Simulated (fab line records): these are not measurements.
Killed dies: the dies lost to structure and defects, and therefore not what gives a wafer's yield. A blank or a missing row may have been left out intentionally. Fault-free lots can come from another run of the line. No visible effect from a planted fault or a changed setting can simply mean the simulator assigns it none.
Chamber matching	flow n5 finfet	N5_BEOL_M4_DESCUM_33 on rie diel-04: 4 sister chambers
The step chemistry O2, time 7 s. 16 wafers are shown with their chamber, then 8 later ones without.

== WAFERS WITH THEIR CHAMBER ==
wafer	chamber	showerhead plenum p Torr (Torr)	throttle valve pct (%)	oes product au (a.u.)
L078.3	3	2.23	20.21	0.88
L078.5	0	2.09	20.31	0.76
L078.6	1	2.06	19.99	0.93
L079.1	2	2.17	20.59	0.74
L079.2	3	2.23	20.21	0.88
L079.6	2	2.17	20.59	0.74
L082.4	3	2.23	20.23	0.89
L082.5	1	2.06	20.01	0.91
L082.6	2	2.17	20.58	0.73
L083.1	1	2.05	20.00	0.90
L083.2	2	2.17	20.58	0.73
L083.6	3	2.23	20.23	0.86
L088.1	0	2.08	20.35	0.75
L088.4	3	2.22	20.25	0.86
L088.5	0	2.08	20.36	0.75
L090.3	2	2.16	20.63	0.72

SIGNATURES, as means of the wafers listed above
reading	chamber 0	chamber 1	chamber 2	chamber 3	scatter within a chamber
showerhead plenum p Torr	2.0833	2.0567	2.1680	2.2280	0.00494
throttle valve pct	20.3400	20.0000	20.5940	20.2260	0.0192
oes product au	0.7533	0.9133	0.7320	0.8740	0.0113
Rule: distance of a wafer from a chamber = root of the sum over the readings of ((wafer's reading minus chamber's mean) / reading's scatter) squared. If the next closest chamber is less than 2 further off than the closest, the wafer can't be placed; otherwise it belongs to the closest. How the scatter is found: for the shown wafers, subtract from each reading the mean of its chamber, square and add these, divide the total by (wafers less chambers), then take the root.

== WAFERS WITH NO CHAMBER GIVEN ==
wafer	showerhead plenum p Torr (Torr)	throttle valve pct (%)	oes product au (a.u.)
L090.4	2.05	20.02	0.87
L090.6	2.08	20.37	0.75
L094.1	2.16	20.63	0.71
L094.2	2.22	20.25	0.84
L094.4	2.05	20.06	0.86
L097.1	2.15	20.65	0.70
L097.4	2.21	20.29	0.82
L097.5	2.04	20.05	0.85

== WHICH CHAMBER EACH WENT THROUGH ==
wafer	from the rows above	in truth
L090.4	1	1
L090.6	0	0
L094.1	2	2
L094.2	3	3
L094.4	1	1
L097.1	2	2
L097.4	3	3
L097.5	1	1
Correctly placed: 8 of 8. From these rows, 0 cannot be placed. Placed wrongly: 0.
